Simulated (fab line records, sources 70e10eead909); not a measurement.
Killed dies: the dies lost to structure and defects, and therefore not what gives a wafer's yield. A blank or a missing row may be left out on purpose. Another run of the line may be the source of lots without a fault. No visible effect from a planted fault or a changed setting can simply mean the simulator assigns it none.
Which of the tools did it? || flow nand harc || 11 lots with 29 wafers sampled at 6 steps, on a route of 1302 steps

WHAT THE GAUGES SHOWED, per wafer
NHARC_A_CHANNEL_HOLE_D2_INSPECT_40. Usual: raw defect count 291, standard deviation 100.
{"lot": "L496", "measured": "day 13 03:20", "on": "defect inspect-02", "raw defect count": "173 160 238", "flag": ""}
{"lot": "L497", "measured": "day 13 11:37", "on": "defect inspect-01", "raw defect count": "257 312 229", "flag": ""}
{"lot": "L498", "measured": "day 14 20:49", "on": "defect inspect-01", "raw defect count": "328 320 304", "flag": ""}
{"lot": "L500", "measured": "day 14 20:52", "on": "defect inspect-02", "raw defect count": "251 197 374", "flag": ""}
{"lot": "L502", "measured": "day 16 05:49", "on": "defect inspect-01", "raw defect count": "247 212 236", "flag": ""}
{"lot": "L506", "measured": "day 17 23:16", "on": "defect inspect-01", "raw defect count": "214 184 241", "flag": ""}
{"lot": "L514", "measured": "day 20 20:22", "on": "defect inspect-01", "raw defect count": "927 933", "flag": "OFF"}
{"lot": "L517", "measured": "day 22 10:57", "on": "defect inspect-01", "raw defect count": "298 260 216", "flag": ""}
{"lot": "L516", "measured": "day 22 12:25", "on": "defect inspect-01", "raw defect count": "734 719", "flag": "OFF"}
{"lot": "L518", "measured": "day 22 17:54", "on": "defect inspect-02", "raw defect count": "408 256 237", "flag": ""}
{"lot": "L519", "measured": "day 23 10:22", "on": "defect inspect-01", "raw defect count": "725 403 314", "flag": ""}

NHARC_END_SORT_01. Usual: killed at array 59, standard deviation 17; killed at other 0.7, standard deviation 0.9; killed at periphery 3.6, standard deviation 2.3; killed dies 63, standard deviation 18; killed open 3.4, standard deviation 1.9; killed short 2.6, standard deviation 1.7.
{"lot": "L514", "measured": "day 33 13:30", "on": "prober-01", "killed at array": 103, "killed at other": 2, "killed at periphery": 2, "killed dies": 107, "killed open": 6, "killed short": 6, "flag": ""}
{"lot": "L516", "measured": "day 33 17:49", "on": "prober-02", "killed at array": 82, "killed at other": 2, "killed at periphery": 1, "killed dies": 85, "killed open": 5, "killed short": 3, "flag": ""}

WHICH TOOL RAN EACH LOT (tool, then ch and the chambers of the sampled wafers, then the start)
{"lot": "L496", "NHARC_A_CHANNEL_HOLE_D2_ETCH_38": "rie diel-13 ch 1,2,3, day 12 20:32", "NHARC_A_CHANNEL_HOLE_D2_ETCH_20": "har etch-02 ch 0,1, day 12 21:44", "NHARC_A_CHANNEL_HOLE_D2_ETCH_27": "har etch-02 ch 0,1, day 13 01:37", "NHARC_A_CHANNEL_HOLE_D2_STRIP_28": "rie diel-04 ch 0,1,3, day 13 02:34"}
{"lot": "L497", "NHARC_A_CHANNEL_HOLE_D2_ETCH_38": "rie diel-04 ch 0,1, day 13 03:40", "NHARC_A_CHANNEL_HOLE_D2_ETCH_20": "har etch-01 ch 0,1, day 13 06:05", "NHARC_A_CHANNEL_HOLE_D2_ETCH_27": "har etch-01 ch 0,1, day 13 09:55", "NHARC_A_CHANNEL_HOLE_D2_STRIP_28": "rie diel-04 ch 0,1, day 13 10:44"}
{"lot": "L498", "NHARC_A_CHANNEL_HOLE_D2_ETCH_38": "rie diel-04 ch 0,1,3, day 14 10:05", "NHARC_A_CHANNEL_HOLE_D2_ETCH_20": "har etch-01 ch 0,1, day 14 15:09", "NHARC_A_CHANNEL_HOLE_D2_ETCH_27": "har etch-01 ch 0,1, day 14 19:01", "NHARC_A_CHANNEL_HOLE_D2_STRIP_28": "rie diel-13 ch 2,3, day 14 19:56"}
{"lot": "L500", "NHARC_A_CHANNEL_HOLE_D2_ETCH_38": "rie diel-13 ch 0,1,3, day 14 11:42", "NHARC_A_CHANNEL_HOLE_D2_ETCH_20": "har etch-02 ch 0,1, day 14 15:15", "NHARC_A_CHANNEL_HOLE_D2_ETCH_27": "har etch-02 ch 0,1, day 14 19:08", "NHARC_A_CHANNEL_HOLE_D2_STRIP_28": "rie diel-08 ch 0,1,3, day 14 19:59"}
{"lot": "L502", "NHARC_A_CHANNEL_HOLE_D2_ETCH_38": "rie diel-08 ch 2,3, day 15 22:49", "NHARC_A_CHANNEL_HOLE_D2_ETCH_20": "har etch-01 ch 0,1, day 16 00:22", "NHARC_A_CHANNEL_HOLE_D2_ETCH_27": "har etch-01 ch 0,1, day 16 04:11", "NHARC_A_CHANNEL_HOLE_D2_STRIP_28": "rie diel-04 ch 0,1, day 16 05:00"}
{"lot": "L506", "NHARC_A_CHANNEL_HOLE_D2_ETCH_38": "rie diel-08 ch 1,2,3, day 17 13:47", "NHARC_A_CHANNEL_HOLE_D2_ETCH_20": "har etch-01 ch 0,1, day 17 17:38", "NHARC_A_CHANNEL_HOLE_D2_ETCH_27": "har etch-01 ch 0,1, day 17 21:26", "NHARC_A_CHANNEL_HOLE_D2_STRIP_28": "rie diel-08 ch 1,2,3, day 17 22:29"}
{"lot": "L514", "NHARC_A_CHANNEL_HOLE_D2_ETCH_38": "rie diel-08 ch 3, day 20 13:12", "NHARC_A_CHANNEL_HOLE_D2_ETCH_20": "har etch-02 ch 1, day 20 14:50", "NHARC_A_CHANNEL_HOLE_D2_ETCH_27": "har etch-02 ch 1, day 20 18:37", "NHARC_A_CHANNEL_HOLE_D2_STRIP_28": "rie diel-04 ch 0, day 20 19:34"}
{"lot": "L517", "NHARC_A_CHANNEL_HOLE_D2_ETCH_38": "rie diel-08 ch 0,1,3, day 22 01:42", "NHARC_A_CHANNEL_HOLE_D2_ETCH_20": "har etch-01 ch 0,1, day 22 05:22", "NHARC_A_CHANNEL_HOLE_D2_ETCH_27": "har etch-01 ch 0,1, day 22 09:13", "NHARC_A_CHANNEL_HOLE_D2_STRIP_28": "rie diel-08 ch 0,1,3, day 22 10:04"}
{"lot": "L516", "NHARC_A_CHANNEL_HOLE_D2_ETCH_38": "rie diel-13 ch 1, day 22 03:05", "NHARC_A_CHANNEL_HOLE_D2_ETCH_20": "har etch-02 ch 1, day 22 06:57", "NHARC_A_CHANNEL_HOLE_D2_ETCH_27": "har etch-02 ch 1, day 22 10:45", "NHARC_A_CHANNEL_HOLE_D2_STRIP_28": "rie diel-04 ch 0, day 22 11:32"}
{"lot": "L518", "NHARC_A_CHANNEL_HOLE_D2_ETCH_38": "rie diel-13 ch 0,1,2, day 22 11:05", "NHARC_A_CHANNEL_HOLE_D2_ETCH_20": "har etch-02 ch 0,1, day 22 12:17", "NHARC_A_CHANNEL_HOLE_D2_ETCH_27": "har etch-02 ch 0,1, day 22 16:10", "NHARC_A_CHANNEL_HOLE_D2_STRIP_28": "rie diel-08 ch 0,1,2, day 22 17:07"}
{"lot": "L519", "NHARC_A_CHANNEL_HOLE_D2_ETCH_38": "rie diel-13 ch 0,1, day 23 00:47", "NHARC_A_CHANNEL_HOLE_D2_ETCH_20": "har etch-01 ch 0,1, day 23 04:46", "NHARC_A_CHANNEL_HOLE_D2_ETCH_27": "har etch-01 ch 0,1, day 23 08:38", "NHARC_A_CHANNEL_HOLE_D2_STRIP_28": "rie diel-13 ch 0,3, day 23 09:32"}
- NHARC_A_CHANNEL_HOLE_D2_ETCH_38: etches the open film in CF4, target depth 39 nm, time 65 s.
- NHARC_A_CHANNEL_HOLE_D2_ETCH_20: etches the open film in C4F8/O2/Ar, time 361.9 s, target depth 1600 nm.
- NHARC_A_CHANNEL_HOLE_D2_ETCH_27: etches the open film in C4F8/O2/Ar, time 90 s, target depth 400 nm.
- NHARC_A_CHANNEL_HOLE_D2_STRIP_28: strips in O2.

WHAT THE TOOLS THEMSELVES READ (means of the sampled wafers that have a number; where no wafer has one, the mark that the record gives instead)
NHARC_A_CHANNEL_HOLE_D2_ETCH_38. Usual: drypump motor current A 5.6 A, standard deviation 0.47; oes product au 0.997 a.u., standard deviation 0.008; rf vpp V 151.3 V, standard deviation 1; showerhead plenum p Torr 1.77 Torr, standard deviation 0.05; throttle valve pct 13.284 %, standard deviation 0.0087.
{"lot": "L496", "tool": "rie diel-13", "drypump motor current A (A)": 6.0, "oes product au (a.u.)": 0.995, "rf vpp V (V)": 150.8, "showerhead plenum p Torr (Torr)": 1.76, "throttle valve pct (%)": 13.285, "flag": ""}
{"lot": "L497", "tool": "rie diel-04", "drypump motor current A (A)": 5.3, "oes product au (a.u.)": 0.999, "rf vpp V (V)": 151.5, "showerhead plenum p Torr (Torr)": 1.76, "throttle valve pct (%)": 13.284, "flag": ""}
{"lot": "L498", "tool": "rie diel-04", "drypump motor current A (A)": 5.4, "oes product au (a.u.)": 0.996, "rf vpp V (V)": 152.1, "showerhead plenum p Torr (Torr)": 1.79, "throttle valve pct (%)": 13.288, "flag": ""}
{"lot": "L500", "tool": "rie diel-13", "drypump motor current A (A)": 6.0, "oes product au (a.u.)": 0.999, "rf vpp V (V)": 151.8, "showerhead plenum p Torr (Torr)": 1.77, "throttle valve pct (%)": 13.275, "flag": ""}
{"lot": "L502", "tool": "rie diel-08", "drypump motor current A (A)": 5.4, "oes product au (a.u.)": 0.994, "rf vpp V (V)": 150.8, "showerhead plenum p Torr (Torr)": 1.78, "throttle valve pct (%)": 13.287, "flag": ""}
{"lot": "L506", "tool": "rie diel-08", "drypump motor current A (A)": 5.4, "oes product au (a.u.)": 0.994, "rf vpp V (V)": 150.8, "showerhead plenum p Torr (Torr)": 1.77, "throttle valve pct (%)": 13.288, "flag": ""}
{"lot": "L514", "tool": "rie diel-08", "drypump motor current A (A)": 5.7, "oes product au (a.u.)": 0.998, "rf vpp V (V)": 152.5, "showerhead plenum p Torr (Torr)": 1.82, "throttle valve pct (%)": 13.276, "flag": ""}
{"lot": "L517", "tool": "rie diel-08", "drypump motor current A (A)": 5.6, "oes product au (a.u.)": 0.995, "rf vpp V (V)": 151.0, "showerhead plenum p Torr (Torr)": 1.77, "throttle valve pct (%)": 13.282, "flag": ""}
{"lot": "L516", "tool": "rie diel-13", "drypump motor current A (A)": 6.6, "oes product au (a.u.)": 0.998, "rf vpp V (V)": 152.5, "showerhead plenum p Torr (Torr)": 1.83, "throttle valve pct (%)": 13.293, "flag": ""}
{"lot": "L518", "tool": "rie diel-13", "drypump motor current A (A)": 5.9, "oes product au (a.u.)": 0.995, "rf vpp V (V)": 151.3, "showerhead plenum p Torr (Torr)": 1.74, "throttle valve pct (%)": 13.280, "flag": ""}
{"lot": "L519", "tool": "rie diel-13", "drypump motor current A (A)": 6.3, "oes product au (a.u.)": 1.001, "rf vpp V (V)": 152.2, "showerhead plenum p Torr (Torr)": 1.79, "throttle valve pct (%)": 13.284, "flag": ""}

NHARC_A_CHANNEL_HOLE_D2_ETCH_20. Usual: drypump motor current A 5.99 A, standard deviation 0.27; showerhead plenum p Torr 3.63 Torr, standard deviation 0.15; throttle valve pct 32.155 %, standard deviation 0.0089.
{"lot": "L496", "tool": "har etch-02", "drypump motor current A (A)": 6.08, "showerhead plenum p Torr (Torr)": 3.63, "throttle valve pct (%)": 32.152, "flag": ""}
{"lot": "L497", "tool": "har etch-01", "drypump motor current A (A)": 5.83, "showerhead plenum p Torr (Torr)": 3.64, "throttle valve pct (%)": 32.161, "flag": ""}
{"lot": "L498", "tool": "har etch-01", "drypump motor current A (A)": 5.84, "showerhead plenum p Torr (Torr)": 3.63, "throttle valve pct (%)": 32.152, "flag": ""}
{"lot": "L500", "tool": "har etch-02", "drypump motor current A (A)": 6.32, "showerhead plenum p Torr (Torr)": 3.50, "throttle valve pct (%)": 32.147, "flag": ""}
{"lot": "L502", "tool": "har etch-01", "drypump motor current A (A)": 5.83, "showerhead plenum p Torr (Torr)": 3.62, "throttle valve pct (%)": 32.159, "flag": ""}
{"lot": "L506", "tool": "har etch-01", "drypump motor current A (A)": 5.85, "showerhead plenum p Torr (Torr)": 3.56, "throttle valve pct (%)": 32.159, "flag": ""}
{"lot": "L514", "tool": "har etch-02", "drypump motor current A (A)": 6.50, "showerhead plenum p Torr (Torr)": 3.91, "throttle valve pct (%)": 32.168, "flag": ""}
{"lot": "L517", "tool": "har etch-01", "drypump motor current A (A)": 5.84, "showerhead plenum p Torr (Torr)": 3.57, "throttle valve pct (%)": 32.149, "flag": ""}
{"lot": "L516", "tool": "har etch-02", "drypump motor current A (A)": 6.51, "showerhead plenum p Torr (Torr)": 3.90, "throttle valve pct (%)": 32.166, "flag": ""}
{"lot": "L518", "tool": "har etch-02", "drypump motor current A (A)": 6.07, "showerhead plenum p Torr (Torr)": 3.74, "throttle valve pct (%)": 32.157, "flag": ""}
{"lot": "L519", "tool": "har etch-01", "drypump motor current A (A)": 5.84, "showerhead plenum p Torr (Torr)": 3.57, "throttle valve pct (%)": 32.160, "flag": ""}

NHARC_A_CHANNEL_HOLE_D2_ETCH_27. Usual: drypump motor current A 5.99 A, standard deviation 0.27; showerhead plenum p Torr 3.66 Torr, standard deviation 0.15; throttle valve pct 27.619 %, standard deviation 0.0098.
{"lot": "L496", "tool": "har etch-02", "drypump motor current A (A)": 6.07, "showerhead plenum p Torr (Torr)": 3.66, "throttle valve pct (%)": 27.623, "flag": ""}
{"lot": "L497", "tool": "har etch-01", "drypump motor current A (A)": 5.85, "showerhead plenum p Torr (Torr)": 3.68, "throttle valve pct (%)": 27.612, "flag": ""}
{"lot": "L498", "tool": "har etch-01", "drypump motor current A (A)": 5.84, "showerhead plenum p Torr (Torr)": 3.67, "throttle valve pct (%)": 27.613, "flag": ""}
{"lot": "L500", "tool": "har etch-02", "drypump motor current A (A)": 6.30, "showerhead plenum p Torr (Torr)": 3.54, "throttle valve pct (%)": 27.625, "flag": ""}
{"lot": "L502", "tool": "har etch-01", "drypump motor current A (A)": 5.85, "showerhead plenum p Torr (Torr)": 3.66, "throttle valve pct (%)": 27.619, "flag": ""}
{"lot": "L506", "tool": "har etch-01", "drypump motor current A (A)": 5.85, "showerhead plenum p Torr (Torr)": 3.59, "throttle valve pct (%)": 27.613, "flag": ""}
{"lot": "L514", "tool": "har etch-02", "drypump motor current A (A)": 6.51, "showerhead plenum p Torr (Torr)": 3.96, "throttle valve pct (%)": 27.617, "flag": ""}
{"lot": "L517", "tool": "har etch-01", "drypump motor current A (A)": 5.85, "showerhead plenum p Torr (Torr)": 3.61, "throttle valve pct (%)": 27.608, "flag": ""}
{"lot": "L516", "tool": "har etch-02", "drypump motor current A (A)": 6.53, "showerhead plenum p Torr (Torr)": 3.94, "throttle valve pct (%)": 27.616, "flag": ""}
{"lot": "L518", "tool": "har etch-02", "drypump motor current A (A)": 6.08, "showerhead plenum p Torr (Torr)": 3.78, "throttle valve pct (%)": 27.622, "flag": ""}
{"lot": "L519", "tool": "har etch-01", "drypump motor current A (A)": 5.83, "showerhead plenum p Torr (Torr)": 3.60, "throttle valve pct (%)": 27.624, "flag": ""}

NHARC_A_CHANNEL_HOLE_D2_STRIP_28. Usual: drypump motor current A 5.5 A, standard deviation 0.45; oes product au 1.000 a.u., standard deviation 0.0087; rf vpp V 57.8 V, standard deviation 0.88; showerhead plenum p Torr 3.54 Torr, standard deviation 0.098; throttle valve pct 17.037 %, standard deviation 0.0097.
{"lot": "L496", "tool": "rie diel-04", "drypump motor current A (A)": 5.4, "oes product au (a.u.)": 1.001, "rf vpp V (V)": 57.9, "showerhead plenum p Torr (Torr)": 3.57, "throttle valve pct (%)": 17.033, "flag": ""}
{"lot": "L497", "tool": "rie diel-04", "drypump motor current A (A)": 5.4, "oes product au (a.u.)": 1.003, "rf vpp V (V)": 57.2, "showerhead plenum p Torr (Torr)": 3.52, "throttle valve pct (%)": 17.033, "flag": ""}
{"lot": "L498", "tool": "rie diel-13", "drypump motor current A (A)": 5.6, "oes product au (a.u.)": 1.010, "rf vpp V (V)": 57.6, "showerhead plenum p Torr (Torr)": 3.42, "throttle valve pct (%)": 17.042, "flag": ""}
{"lot": "L500", "tool": "rie diel-08", "drypump motor current A (A)": 5.6, "oes product au (a.u.)": 1.003, "rf vpp V (V)": 57.8, "showerhead plenum p Torr (Torr)": 3.53, "throttle valve pct (%)": 17.038, "flag": ""}
{"lot": "L502", "tool": "rie diel-04", "drypump motor current A (A)": 5.4, "oes product au (a.u.)": 1.014, "rf vpp V (V)": 57.6, "showerhead plenum p Torr (Torr)": 3.52, "throttle valve pct (%)": 17.045, "flag": ""}
{"lot": "L506", "tool": "rie diel-08", "drypump motor current A (A)": 5.4, "oes product au (a.u.)": 1.000, "rf vpp V (V)": 57.8, "showerhead plenum p Torr (Torr)": 3.53, "throttle valve pct (%)": 17.043, "flag": ""}
{"lot": "L514", "tool": "rie diel-04", "drypump motor current A (A)": 4.9, "oes product au (a.u.)": 1.000, "rf vpp V (V)": 58.3, "showerhead plenum p Torr (Torr)": 3.45, "throttle valve pct (%)": 17.043, "flag": ""}
{"lot": "L517", "tool": "rie diel-08", "drypump motor current A (A)": 5.6, "oes product au (a.u.)": 0.998, "rf vpp V (V)": 57.9, "showerhead plenum p Torr (Torr)": 3.52, "throttle valve pct (%)": 17.038, "flag": ""}
{"lot": "L516", "tool": "rie diel-04", "drypump motor current A (A)": 4.9, "oes product au (a.u.)": 1.001, "rf vpp V (V)": 58.4, "showerhead plenum p Torr (Torr)": 3.45, "throttle valve pct (%)": 17.051, "flag": ""}
{"lot": "L518", "tool": "rie diel-08", "drypump motor current A (A)": 5.4, "oes product au (a.u.)": 0.992, "rf vpp V (V)": 58.8, "showerhead plenum p Torr (Torr)": 3.48, "throttle valve pct (%)": 17.045, "flag": ""}
{"lot": "L519", "tool": "rie diel-13", "drypump motor current A (A)": 5.8, "oes product au (a.u.)": 1.008, "rf vpp V (V)": 56.3, "showerhead plenum p Torr (Torr)": 3.47, "throttle valve pct (%)": 17.041, "flag": ""}

THE ANSWER, worked out from the rows above alone
Rule: lot off if the mean of its wafers having a number is beyond 3 standard deviations from the usual mean. Also off: a lot with no number at a reading for which 4 or more lots have one. Where the step has rows for the other lots, those lots are counted as sound. The gauges are gone through in route order, then the tools' own readings, and for those a lot's mean is taken as printed above. The first step at which some lot is off is used, and at that step the reading that is off furthest; a lot without a number counts as furthest.
Off: L514, L516 (NHARC_A_CHANNEL_HOLE_D2_INSPECT_40, raw defect count).
If a tool, at a process step before that reading, ran all the lots that are off and no sound lot after the first of them, it fits. The gauges at NHARC_A_CHANNEL_HOLE_D2_INSPECT_40 are tried like those tools. One candidate fits, namely rie diel-04 at NHARC_A_CHANNEL_HOLE_D2_STRIP_28. A fault onset in the window from L502 (day 16 05:00, its last sound lot) to L514 (day 20 19:34, its first lot off) fits.

WHAT THE SIMULATOR HAD PUT IN
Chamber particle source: rie diel-04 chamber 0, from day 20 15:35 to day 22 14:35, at NHARC_A_CHANNEL_HOLE_D2_STRIP_28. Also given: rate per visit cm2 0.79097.
Shown lots that were struck: L514, L516. The rule above found the same.
